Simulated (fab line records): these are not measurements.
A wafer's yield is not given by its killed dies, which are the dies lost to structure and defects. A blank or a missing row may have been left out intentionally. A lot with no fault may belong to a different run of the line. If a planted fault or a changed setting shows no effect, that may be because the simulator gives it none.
Matching of chambers + flow n5 finfet + cmp-03 running N5_GATE_CUT_CMP_23: 4 sister chambers
The step polishes, stops on SiO2, t overpolish 23.4 s, target thk 16 nm. 4 wafers are shown with their chamber, then 9 later ones without.

WAFERS PAIRED WITH THEIR CHAMBERS
| wafer  | chamber | motor current A (A) |
|--------|---------|---------------------|
| L085.6 | 0       | 8.7                 |
| L088.1 | 1       | 8.5                 |
| L088.3 | 3       | 9.1                 |
| L088.4 | 2       | 8.2                 |

WAFERS MISSING THEIR CHAMBER
| wafer  | motor current A (A) |
|--------|---------------------|
| L089.1 | 8.4                 |
| L089.4 | 8.9                 |
| L089.5 | 8.6                 |
| L090.1 | 9.5                 |
| L090.2 | 8.6                 |
| L090.5 | 8.3                 |
| L096.1 | 8.3                 |
| L096.3 | 9.0                 |
| L096.5 | 8.5                 |

WHICH CHAMBER EACH WENT THROUGH
| wafer  | from the rows above          | in truth |
|--------|------------------------------|----------|
| L089.1 | can't be placed: 1 or 2 or 0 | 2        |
| L089.4 | can't be placed: 3 or 0 or 1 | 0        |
| L089.5 | can't be placed: 0 or 1 or 2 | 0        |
| L090.1 | 3                            | 3        |
| L090.2 | can't be placed: 0 or 1 or 2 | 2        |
| L090.5 | can't be placed: 2 or 1 or 0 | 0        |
| L096.1 | can't be placed: 2 or 1 or 0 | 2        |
| L096.3 | can't be placed: 3 or 0      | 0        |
| L096.5 | can't be placed: 1 or 0 or 2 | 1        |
Correct placement for 1 of the 9. Unplaceable from these rows: 8, with the true chamber sitting among the candidates in 8. Number placed wrongly: 0.
How it was worked out, from the rows above alone: a wafer's distance from a chamber is the root of the sum, over the readings, of the square of ((its reading less the chamber's mean) divided by the reading's scatter). If the next closest chamber is less than 2 further off than the closest, the wafer can't be placed; otherwise it belongs to the closest. The mean given for a chamber averages the wafers shown for that chamber. The scatter (one wafer shown for each chamber): square how far every hidden wafer sits from the nearest shown wafer, average those squares and take the square root.
